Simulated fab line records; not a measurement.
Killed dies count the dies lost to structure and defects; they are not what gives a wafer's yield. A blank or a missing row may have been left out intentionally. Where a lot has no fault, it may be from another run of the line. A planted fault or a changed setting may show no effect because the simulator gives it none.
fab line records	flow n5Finfet
record: lots: 6	wafers: 18	lastDay: 17
route steps=1938 shown PASSIVATION@1898
lots that met no fault: from a run of the same line without faults
startH: the number of hours between the record's first day and the start of the first shown wafer of the lot	waitH: how many hours have passed since the lot's step before this one	" identical to the entry in the row above	L1.1+2: a row that stands for several wafers	- no value, or no start was given	* or withheld: withheld	< > ~ a bound
route shown NAME@n: a module of which the file shows steps, and the number in the route of the first	usual: average and standard deviation across the fault-free wafers	same: alike in all rows	chamber/n: place in a boat	sites: readings site by site	_std_site: standard deviation of those values	_edge_site: outer sites' mean less inner sites'	radiusMm: how far each site lies from the wafer's centre	mask NAME#n: copy n	behind: the tool/chamber that last shaped the wafer	hold: why the lot was held/for how many hours/how that ended	device: whichever transistor did not switch (one of n, p or np)	end of line: tests of these same wafers at the route's end	a step without rows: its recipe alone	killed: not the wafer's yield, but the dies lost to structure and defects at the first sort	map: dies across one wafer; x = killed, . = not, _ = none there
set.NAME: the run value of the setting; set.NAME@STEP: its run value at that earlier step	model.NAME: the simulator's own value behind a step, which no gauge read
lots at some steps of the route; a table a step, a row a wafer
services: from which hour (startH, from the record's first day; less than 0 if before it) a tool's chamber was out of use, for how many hours, and why
== steps ==
step: N5_PASSIVATION_COAT_24
recipe: spinRpm: 3000	resistThkNm: withheld
step: N5_PASSIVATION_EBR_26
recipe: solvent: PGMEA	ebrWidthMm: 1.5
step: N5_PASSIVATION_SOFTBAKE_25
recipe: tempC: 100	timeS: 90
step: N5_PASSIVATION_EXPOSE_27
recipe: maskId: PAD	na: 0.55	sourceShape: conventional	sigmaOuter: 0.8	polarization: unpolarized	defocusNm: 0	doseMj: 32.3
step: N5_PASSIVATION_PEB_28
recipe: pebTempC: withheld	pebTimeS: *
step: N5_PASSIVATION_DEVELOP_29
recipe: developTimeS: 60	rinseLiquid: diw	dry: airSpin	devTempC: 21
step: N5_PASSIVATION_HARDBAKE_31
recipe: tempC: 130	timeS: 120
step: N5_PASSIVATION_CD_MEAS_30
recipe: targetCdNm: 4000	landingEnergyEv: 500	detector: seInlens	polarity: opening
usual: cdNm: 4000.6/2.5
lot.wafer	tool	chamber	startH	waitH	cdNm
L962.1	cdSem-02	0	278.28	-	3998.9
L962.2	"	0	"	"	3993.9
L962.6	"	0	"	"	3997.7
L965.2	cdSem-03	0	289.31	-	4000.6
L965.4	"	0	"	"	3999.1
L965.6	"	0	"	"	4000.8
L964.2	cdSem-03	0	296.07	-	3995.4
L964.3	"	0	"	"	3995.9
L964.5	"	0	"	"	3998.4
L977.1	cdSem-01	0	359.69	-	3997.6
L977.3	"	0	"	"	4003.4
L977.4	"	0	"	"	4000.3
L980.4	cdSem-01	0	373.22	-	3998.0
L980.5	"	0	"	"	4002.3
L980.6	"	0	"	"	4000.0
L983.1	cdSem-03	0	403.45	-	3999.4
L983.2	"	0	"	"	4000.0
L983.5	"	0	"	"	4003.3
step: N5_PASSIVATION_OVL_MEAS_63
recipe: pointsPerWafer: 44
usual: PAD_OVL: 1/5.1
same: pointsPerWafer: 44
lot.wafer	tool	chamber	startH	waitH	PAD_OVL[nm]
L962.1	overlay-01	0	278.31	0.0	8
L962.2	"	0	"	"	5
L962.6	"	0	"	"	2
L965.2	overlay-02	0	289.34	0.0	-1
L965.4	"	0	"	"	1
L965.6	"	0	"	"	2
L964.2	overlay-02	0	296.10	0.0	-1
L964.3	"	0	"	"	-3
L964.5	"	0	"	"	1
L977.1	overlay-01	0	359.72	0.0	-12
L977.3	"	0	"	"	1
L977.4	"	0	"	"	-1
L980.4	overlay-02	0	373.24	0.0	-9
L980.5	"	0	"	"	-3
L980.6	"	0	"	"	-4
L983.1	overlay-02	0	403.48	0.0	-2
L983.2	"	0	"	"	-1
L983.5	"	0	"	"	-2
step: N5_PASSIVATION_INSPECT_64
recipe: mode: adi	inspectInstrument: macro
usual: rawDefectCount: 2.0/1.4
lot.wafer	tool	chamber	startH	waitH	rawDefectCount
L962.1	defectInspect-02	-	278.33	0.0	0
L962.2	"	-	"	"	1
L962.6	"	-	"	"	4
L965.2	defectInspect-02	-	289.37	0.0	1
L965.4	"	-	"	"	2
L965.6	"	-	"	"	3
L964.2	defectInspect-01	-	296.12	0.0	1
L964.3	"	-	"	"	0
L964.5	"	-	"	"	1
L977.1	defectInspect-02	-	359.74	0.0	3
L977.3	"	-	"	"	1
L977.4	"	-	"	"	0
L980.4	defectInspect-01	-	373.27	0.0	3
L980.5	"	-	"	"	4
L980.6	"	-	"	"	3
L983.1	defectInspect-01	-	403.51	0.0	0
L983.2	"	-	"	"	1
L983.5	"	-	"	"	3
step: N5_PASSIVATION_DESCUM_32
recipe: chemistry: O2	timeS: 7.9	sourcePowerW: 50	biasPowerW: 20	pressureMtorr: 20	rfFrequencyHz: 2.712e+07	tempC: 40	o2FlowSccm: 225
usual: biasPowerW: 19.99/0.065	drypumpMotorCurrentA: 5.4/0.51	oesProductAu: 0.83/0.083	rfVppV: 242.8/1.2	showerheadPlenumPTorr: 2.08/0.052	tempC: 40.00/0.12	throttleValvePct: 20.48/0.17
lot.wafer	tool	chamber	startH	waitH	biasPowerW	drypumpMotorCurrentA	oesProductAu	rfHoursCounterH	rfVppV	showerheadPlenumPTorr	tempC	throttleValvePct
L962.1	rieDiel-06	2	278.65	0.3	20.00	4.7	0.88	29	243.9	2.07	39.91	20.57
L962.2	"	0	"	"	19.85	5.3	0.82	70	241.4	2.11	40.05	20.10
L962.6	"	0	"	"	19.95	5.2	0.83	-	243.3	2.11	40.03	20.10
L965.2	rieDiel-06	2	289.42	0.1	20.08	4.7	0.88	32	241.2	2.06	40.20	20.58
L965.4	"	3	"	"	19.94	4.8	0.67	248	242.7	2.16	39.82	20.87
L965.6	"	3	"	"	19.88	4.9	0.66	-	245.0	2.16	39.73	20.89
L964.2	rieDiel-05	0	296.40	0.3	19.96	5.9	0.82	88	242.4	2.01	39.96	20.41
L964.3	"	1	"	"	19.96	5.1	0.79	78	243.1	2.11	39.82	20.37
L964.5	"	1	"	"	19.87	5.1	0.79	-	244.7	2.11	39.93	20.36
L977.1	rieDiel-05	3	359.77	0.0	20.13	6.1	0.95	7	243.4	2.07	40.10	20.43
L977.3	"	2	"	"	20.20	4.8	0.70	228	240.6	2.00	39.59	20.76
L977.4	"	0	"	"	20.02	5.9	0.79	105	241.8	2.00	40.18	20.44
L980.4	rieDiel-03	2	373.30	0.0	20.01	5.8	0.80	116	242.5	2.13	40.00	20.51
L980.5	"	1	"	"	20.00	5.9	0.82	-	242.2	2.03	40.24	20.49
L980.6	"	2	"	"	20.07	5.8	0.78	-	242.1	2.13	40.15	20.52
L983.1	rieDiel-03	2	403.98	0.5	19.94	5.8	0.79	124	242.2	2.12	40.27	20.53
L983.2	"	0	"	"	19.97	6.3	0.85	83	243.5	2.02	40.01	20.53
L983.5	"	3	"	"	20.00	5.5	0.81	-	244.8	2.13	40.05	20.55
step: N5_PASSIVATION_AL_ETCH_33
recipe: chemistry: Cl2/BCl3	targetDepthA: 28000	overEtchFrac: 0.15	Cl2_flow_sccm: 180	bcl3FlowSccm: 60	target: Al	stopOn: TaN	timeS: 466.7	ionEnergyEv: 100	pressureMtorr: 10	icpW: 900	biasW: 100
usual: bcl3FlowSccm: 60.04/0.19	drypumpMotorCurrentA: 5.84/0.2	oesProductAu: 0.69/0.033	throttleValvePct: 34.5/0.57
lot.wafer	tool	chamber	startH	waitH	bcl3FlowSccm	drypumpMotorCurrentA	oesProductAu	rfHoursCounterH	throttleValvePct
L962.1	rieMetal-03	1	278.74	0.1	59.89	5.84	0.71	45	34.5
L962.2	"	0	"	"	59.75	5.81	0.68	62	33.8
L962.6	"	0	"	"	59.94	5.79	0.66	-	33.9
L965.2	rieMetal-03	0	289.52	0.1	60.03	5.77	0.66	63	33.9
L965.4	"	0	"	"	60.17	5.77	0.66	-	33.8
L965.6	"	0	"	"	60.35	5.75	0.68	-	33.8
L964.2	rieMetal-03	0	296.49	0.1	59.88	5.76	0.66	64	33.9
L964.3	"	0	"	"	60.00	5.77	0.67	-	33.8
L964.5	"	0	"	"	59.96	5.78	0.66	-	33.9
L977.1	rieMetal-02	1	359.86	0.1	59.82	5.91	0.67	48	35.5
L977.3	"	1	"	"	59.84	5.90	0.68	-	35.4
L977.4	"	0	"	"	60.43	6.02	0.73	-	34.1
L980.4	rieMetal-01	1	373.52	0.2	59.99	5.24	0.63	-	34.6
L980.5	"	1	"	"	60.23	5.22	0.63	-	34.6
L980.6	"	0	"	"	59.86	5.94	0.68	-	33.8
L983.1	rieMetal-02	0	404.07	0.1	59.62	6.01	0.73	29	34.1
L983.2	"	1	"	"	60.06	5.91	0.67	52	35.4
L983.5	"	1	"	"	59.82	5.90	0.67	-	35.4
step: N5_PASSIVATION_ETCH_59
recipe: chemistry: Cl2/BCl3	target: TaN	targetDepthA: 650	timeS: 34.9	ionEnergyEv: 100	pressureMtorr: 10	icpW: 900	biasW: 100	Cl2_flow_sccm: 60	bcl3FlowSccm: 30
usual: bcl3FlowSccm: 30.00/0.083	drypumpMotorCurrentA: 5.83/0.2	oesProductAu: 0.78/0.04	throttleValvePct: 21.18/0.3
lot.wafer	tool	chamber	startH	waitH	bcl3FlowSccm	drypumpMotorCurrentA	oesProductAu	rfHoursCounterH	throttleValvePct	model.etch.depthNm
L962.1	rieMetal-03	1	279.14	0.3	29.99	5.83	0.78	45	21.23	65.52
L962.2	"	0	"	"	29.96	5.80	0.78	62	20.90	69.73
L962.6	"	0	"	"	30.08	5.80	0.79	-	20.92	69.56
L965.2	rieMetal-03	0	289.92	0.3	30.03	5.83	0.77	63	20.95	54.98
L965.4	"	0	"	"	30.00	5.86	0.77	-	20.95	55.04
L965.6	"	0	"	"	30.00	5.82	0.78	-	20.93	55.63
L964.2	rieMetal-03	0	296.89	0.3	29.97	5.77	0.76	64	20.96	54.79
L964.3	"	0	"	"	29.88	5.83	0.77	-	20.93	55.19
L964.5	"	0	"	"	29.83	5.77	0.76	-	20.95	54.91
L977.1	rieMetal-02	1	360.26	0.3	30.18	5.91	0.82	48	21.65	72.48
L977.3	"	1	"	"	30.15	5.88	0.81	-	21.67	72.02
L977.4	"	0	"	"	29.97	5.96	0.80	-	20.96	63.39
L980.4	rieMetal-01	1	373.82	0.2	29.95	5.27	0.69	-	21.25	63.84
L980.5	"	1	"	"	29.94	5.27	0.68	-	21.24	63.49
L980.6	"	0	"	"	30.07	5.95	0.71	-	20.81	61.88
L983.1	rieMetal-02	0	404.47	0.3	30.21	5.98	0.80	30	20.95	64.57
L983.2	"	1	"	"	30.00	5.91	0.80	52	21.69	72.39
L983.5	"	1	"	"	29.94	5.84	0.80	-	21.69	72.33
step: N5_PASSIVATION_STRIP_34
recipe: chemistry: O2	powerW: 600	tempC: 60	pressureMtorr: 30	rfFrequencyHz: 6e+07	biasPowerW: 0	overashFraction: 2	o2FlowSccm: 225
usual: drypumpMotorCurrentA: 5.3/0.52	oesProductAu: 0.83/0.079	rfVppV: 3.5/1.4	showerheadPlenumPTorr: 2.08/0.05	tempC: 59.99/0.12	throttleValvePct: 16.68/0.18
same: biasPowerW: 0
lot.wafer	tool	chamber	startH	waitH	drypumpMotorCurrentA	oesProductAu	rfHoursCounterH	rfVppV	showerheadPlenumPTorr	tempC	throttleValvePct
L962.1	rieDiel-03	2	279.36	0.2	5.8	0.82	80	2.7	2.14	59.95	16.59
L962.2	"	3	"	"	5.5	0.89	23	1.3	2.15	59.92	16.62
L962.6	"	0	"	"	6.3	0.91	-	4.2	2.04	60.13	16.64
L965.2	rieDiel-05	3	290.04	0.1	6.1	0.67	240	3.7	2.08	59.94	17.02
L965.4	"	1	"	"	5.1	0.79	76	4.4	2.12	59.92	16.58
L965.6	"	1	"	"	5.1	0.78	-	4.1	2.12	60.21	16.58
L964.2	rieDiel-06	0	297.01	0.1	5.3	0.83	77	4.6	2.11	60.07	16.34
L964.3	"	1	"	"	5.9	0.92	13	2.5	2.05	60.06	16.66
L964.5	"	1	"	"	5.9	0.92	-	3.0	2.05	60.08	16.66
L977.1	rieDiel-03	3	360.38	0.1	5.5	0.85	51	2.9	2.14	59.99	16.69
L977.3	"	1	"	"	5.9	0.82	79	5.0	2.04	60.00	16.73
L977.4	"	0	"	"	6.2	0.86	69	5.2	2.03	59.90	16.73
L980.4	rieDiel-06	1	373.90	0.1	5.9	0.86	43	1.2	2.04	59.85	16.73
L980.5	"	3	"	"	4.8	0.93	-	3.5	2.16	60.06	16.61
L980.6	"	2	"	"	4.7	0.84	-	5.0	2.06	59.81	16.71
L983.1	rieDiel-06	2	404.59	0.1	4.7	0.84	75	3.5	2.05	59.91	16.78
L983.2	"	0	"	"	5.2	0.78	118	2.7	2.10	60.09	16.42
L983.5	"	2	"	"	4.7	0.83	-	4.6	2.05	59.99	16.81
step: N5_PASSIVATION_PROBE_49
usual: defectLimitedYield: 91.3/1.4	killed_at_M0_to_M3: 32/9.5	killed_at_M4_up: 14/5.2	killedAtContacts: 13/5.7	killedAtFrontEnd: 41/12	killedAtOther: 3.5/2.6	killedDies: 103/17	killedOpen: 68/14	killedShort: 32/7	sort_bin_5_function: 5.0/0.91	sort_bin_6_memory: 3.3/0.7	sort_bin_8_speed: 0.03/0.22	sortNPass: 1076/17	sortYieldPct: 91.2/1.4
same: grossDies: 1180	killedAtBackSide: 0	sort_bin_4_leakage[%]: 0
lot.wafer	tool	chamber	startH	waitH	defectLimitedYield[%]	killed_at_M0_to_M3	killed_at_M4_up	killedAtContacts	killedAtFrontEnd	killedAtOther	killedDies	killedOpen	killedShort	sort_bin_5_function[%]	sort_bin_6_memory[%]	sort_bin_8_speed[%]	sortNPass	sortYieldPct[%]
L965.2	prober-02	-	294.28	0.1	88.3	52	14	5	65	2	138	91	35	6.4	4.2	0	1042	88.3
killed by level:class
L965.2 STI_FIN_REVEAL:geometricParticle:open=19 BEOL_M0_SAQP:geometricParticle:short=12 HKMG_FIN:areaEtch=12 FIN_SAQP:geometricParticle:open=11 BEOL_M0_SAQP:geometricParticle:open=11 BEOL_M3:geometricParticle:open=9 BEOL_M4:geometricParticle:open=8 BEOL_M1:geometricParticle:open=8
== services ==
tool	chamber	startH	hours	kind
rieMetal-01	-	281.69	1.1	repair
rieDiel-06	3	296.00	-	clean
rieDiel-06	3	296.00	-	consumableReplace:focusRing
rieDiel-06	3	296.00	26.2	scheduledDown
rieDiel-06	3	296.00	26.2	ventCycle
rieDiel-05	3	321.96	-	clean
rieDiel-05	3	321.96	-	consumableReplace:focusRing
rieDiel-05	3	321.96	15.7	scheduledDown
rieDiel-05	3	321.96	15.7	ventCycle
rieMetal-03	0	323.04	36.5	repair
rieMetal-02	-	355.62	2.8	pm
rieDiel-03	2	393.81	1.2	repair
== key ==
firstSign none at tools or gauges
modelEffect: step: N5_PASSIVATION_ETCH_59	value: etch.depthNm	without: 68.85	struck: 55.09
metAt N5_PASSIVATION_ETCH_59
struckWafers L964.2,L964.3,L964.5,L965.2,L965.4,L965.6
baselineLoss: step: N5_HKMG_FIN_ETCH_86	wafers: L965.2
onsetBetween 279.14 289.92
alsoFits N5_PASSIVATION_AL_ETCH_33:rieMetal-03
fault: kind: processParameterDrift	tool: rieMetal-03	chamber: -	onsetH: 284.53	steps: N5_PASSIVATION_ETCH_59	channel: timeS	offset: *	shape: step	endH: 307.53	actsIn: *	stated: *
baselineLoss: these wafers lose ten dies or more at that step, a loss of the line's own and not of a fault; the sort's usual values leave them out
